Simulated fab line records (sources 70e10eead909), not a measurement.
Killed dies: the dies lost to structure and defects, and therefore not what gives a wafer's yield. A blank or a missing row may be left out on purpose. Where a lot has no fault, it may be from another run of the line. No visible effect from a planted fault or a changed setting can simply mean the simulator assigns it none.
The tool behind it: which one? | flow nandHarc | 12 lots with 36 wafers sampled at 4 steps, on a route of 1302 steps

WHAT THE GAUGES READ, wafer by wafer
NHARC_P_GATE_CD_MEAS_91 targets a cd of 2000 nm. Usual: 2000.2 nm for cdNm, sd 1.4.
lot  | measured     | on       | cdNm (nm)                                 | flag
L723 | day 6 01:40  | cdSem-01 | 2002.3 1999.7 2001.1                      | 
L725 | day 7 01:23  | cdSem-03 | 2000.1 2001.8 2001.6                      | 
L726 | day 7 05:53  | cdSem-01 | 1999.7 2000.7 1996.6                      | 
L727 | day 7 18:16  | cdSem-03 | 1999.5 1999.5 1999.6                      | 
L729 | day 8 14:02  | cdSem-03 | 2000.0 2000.2 1999.8                      | 
L731 | day 9 06:49  | cdSem-02 | 2000.0 1998.2 2001.2                      | 
L733 | day 10 06:37 | cdSem-03 | 1999.9 1999.9 1999.7                      | 
L734 | day 10 21:02 | cdSem-01 | 2001.0 2000.7 2000.8                      | 
L735 | day 10 22:11 | cdSem-03 | 1999.9 1999.4 2000.2                      | 
L736 | day 12 04:10 | cdSem-01 | 2018.4 2019.5 2020.3 2018.2 2019.5 2020.1 | OFF
L739 | day 12 22:38 | cdSem-02 | 2002.0 1999.5 2003.1                      | 
L744 | day 14 17:07 | cdSem-02 | 2002.0 1999.3 1999.8                      | 

WHAT TOOL EACH LOT RAN ON (gives the tool, then ch and the chambers of the sampled wafers, and finally the start)
lot  | NHARC_P_GATE_DESCUM_61            | NHARC_P_GATE_STRIP_112              | NHARC_P_GATE_EXPOSE_88
L723 | rieDiel-03 ch 1,2,3, day 6 00:07  | plasmaAsher-01 ch 0,1, day 6 00:32  | krfScanner-02 ch 0, day 6 01:31
L725 | rieDiel-07 ch 0,1,3, day 6 23:50  | plasmaAsher-02 ch 0,1, day 7 00:12  | krfScanner-01 ch 0, day 7 01:14
L726 | rieDiel-07 ch 0,2,3, day 7 04:21  | plasmaAsher-02 ch 0,1, day 7 04:43  | krfScanner-03 ch 0, day 7 05:44
L727 | rieDiel-07 ch 1,2, day 7 16:43    | plasmaAsher-01 ch 1, day 7 17:08    | krfScanner-01 ch 0, day 7 18:07
L729 | rieDiel-05 ch 0,1, day 8 12:28    | plasmaAsher-02 ch 0,1, day 8 12:50  | krfScanner-01 ch 0, day 8 13:53
L731 | rieDiel-03 ch 0,1,2, day 9 05:22  | plasmaAsher-02 ch 0, day 9 05:45    | krfScanner-03 ch 0, day 9 06:40
L733 | rieDiel-07 ch 2,3, day 10 05:01   | plasmaAsher-01 ch 0,1, day 10 05:23 | krfScanner-02 ch 0, day 10 06:28
L734 | rieDiel-07 ch 2,3, day 10 19:29   | plasmaAsher-01 ch 0,1, day 10 19:51 | krfScanner-01 ch 0, day 10 20:53
L735 | rieDiel-03 ch 0,2,3, day 10 20:38 | plasmaAsher-02 ch 0,1, day 10 21:04 | krfScanner-03 ch 0, day 10 22:02
L736 | rieDiel-07 ch 0,2,3, day 12 02:38 | plasmaAsher-01 ch 0,1, day 12 03:04 | krfScanner-01 ch 0, day 12 04:01
L739 | rieDiel-05 ch 0,2,3, day 12 21:05 | plasmaAsher-01 ch 0,1, day 12 21:27 | krfScanner-02 ch 0, day 12 22:29
L744 | rieDiel-03 ch 0,1,2, day 14 15:36 | plasmaAsher-01 ch 0,1, day 14 15:56 | krfScanner-01 ch 0, day 14 16:57
- NHARC_P_GATE_DESCUM_61: chemistry O2, time 3 s.
- NHARC_P_GATE_STRIP_112: strips in N2/H2, time 200 s.
- NHARC_P_GATE_EXPOSE_88: exposes mask P HVN, target cd 2000 nm.

WHAT THE TOOLS THEMSELVES READ (means of the sampled wafers that have a number; where no wafer has one, the mark that the record gives instead)
NHARC_P_GATE_DESCUM_61. Usual: drypumpMotorCurrentA 5.8 A, standard deviation 0.46; mfcArSccm 0.014 sccm, standard deviation 0.015; oesProductAu 1.001 a.u., standard deviation 0.0081; rfVppV 57.8 V, standard deviation 1; showerheadPlenumPTorr 1.92 Torr, standard deviation 0.094; throttleValvePct 11.311 %, standard deviation 0.0091.
lot  | tool       | drypumpMotorCurrentA (A) | mfcArSccm (sccm) | oesProductAu (a.u.) | rfVppV (V) | showerheadPlenumPTorr (Torr) | throttleValvePct (%) | flag
L723 | rieDiel-03 | 5.8                      | 0.006            | 1.007               | 57.6       | 1.90                         | 11.317               | 
L725 | rieDiel-07 | 6.0                      | 0.015            | 0.997               | 57.5       | 1.90                         | 11.313               | 
L726 | rieDiel-07 | 5.9                      | 0.015            | 1.012               | 58.2       | 1.90                         | 11.310               | 
L727 | rieDiel-07 | 5.5                      | 0.000            | 0.998               | 57.8       | 1.85                         | 11.302               | 
L729 | rieDiel-05 | 5.9                      | 0.029            | 1.010               | 58.6       | 2.00                         | 11.309               | 
L731 | rieDiel-03 | 5.9                      | 0.016            | 1.003               | 57.6       | 1.90                         | 11.313               | 
L733 | rieDiel-07 | 5.8                      | 0.022            | 1.003               | 57.5       | 1.92                         | 11.307               | 
L734 | rieDiel-07 | 5.8                      | 0.022            | 1.008               | 58.1       | 1.92                         | 11.318               | 
L735 | rieDiel-03 | 5.8                      | 0.018            | 1.006               | 57.6       | 1.92                         | 11.311               | 
L736 | rieDiel-07 | 5.9                      | 0.015            | 1.002               | 57.4       | 1.90                         | 11.317               | 
L739 | rieDiel-05 | 5.8                      | 0.008            | 1.004               | 58.5       | 2.01                         | 11.308               | 
L744 | rieDiel-03 | 5.9                      | 0.016            | 1.008               | 57.6       | 1.90                         | 11.314               | 

NHARC_P_GATE_STRIP_112. Usual: drypumpMotorCurrentA 5.5 A, standard deviation 0.64; heaterPowerW 89 W, standard deviation 5.
lot  | tool           | drypumpMotorCurrentA (A) | heaterPowerW (W) | flag
L723 | plasmaAsher-01 | 5.4                      | 90               | 
L725 | plasmaAsher-02 | 5.4                      | 92               | 
L726 | plasmaAsher-02 | 5.4                      | 93               | 
L727 | plasmaAsher-01 | 6.5                      | 84               | 
L729 | plasmaAsher-02 | 5.3                      | 90               | 
L731 | plasmaAsher-02 | 5.5                      | 96               | 
L733 | plasmaAsher-01 | 6.0                      | 87               | 
L734 | plasmaAsher-01 | 5.4                      | 90               | 
L735 | plasmaAsher-02 | 5.4                      | 93               | 
L736 | plasmaAsher-01 | 5.4                      | 90               | 
L739 | plasmaAsher-01 | 6.0                      | 87               | 
L744 | plasmaAsher-01 | 6.0                      | 88               | 

THE ANSWER, worked out from the rows above alone
Rule: lot off if the mean of its wafers having a number is beyond 3 standard deviations from the usual mean. Also off: a lot with no number at a reading for which 4 or more lots have one. Any other lot the step has rows for is counted as sound. First the gauges in route order, then the tools' own readings, where a lot's mean is used as printed above. At the first step where some lot is off, the reading lying furthest off is the one used; lots without a number count as furthest.
Off at NHARC_P_GATE_CD_MEAS_91 (cdNm): L736.
A tool fits if, at a process step before that reading, it ran every lot that is off, and no sound lot after the first of them. Those tools and the gauges at NHARC_P_GATE_CD_MEAS_91 are tried in the same way. 2 tools fit, rieDiel-07 at NHARC_P_GATE_DESCUM_61 and cdSem-01 at NHARC_P_GATE_CD_MEAS_91, so this cannot tell which one it is.

WHAT HAD BEEN PUT IN BY THE SIMULATOR
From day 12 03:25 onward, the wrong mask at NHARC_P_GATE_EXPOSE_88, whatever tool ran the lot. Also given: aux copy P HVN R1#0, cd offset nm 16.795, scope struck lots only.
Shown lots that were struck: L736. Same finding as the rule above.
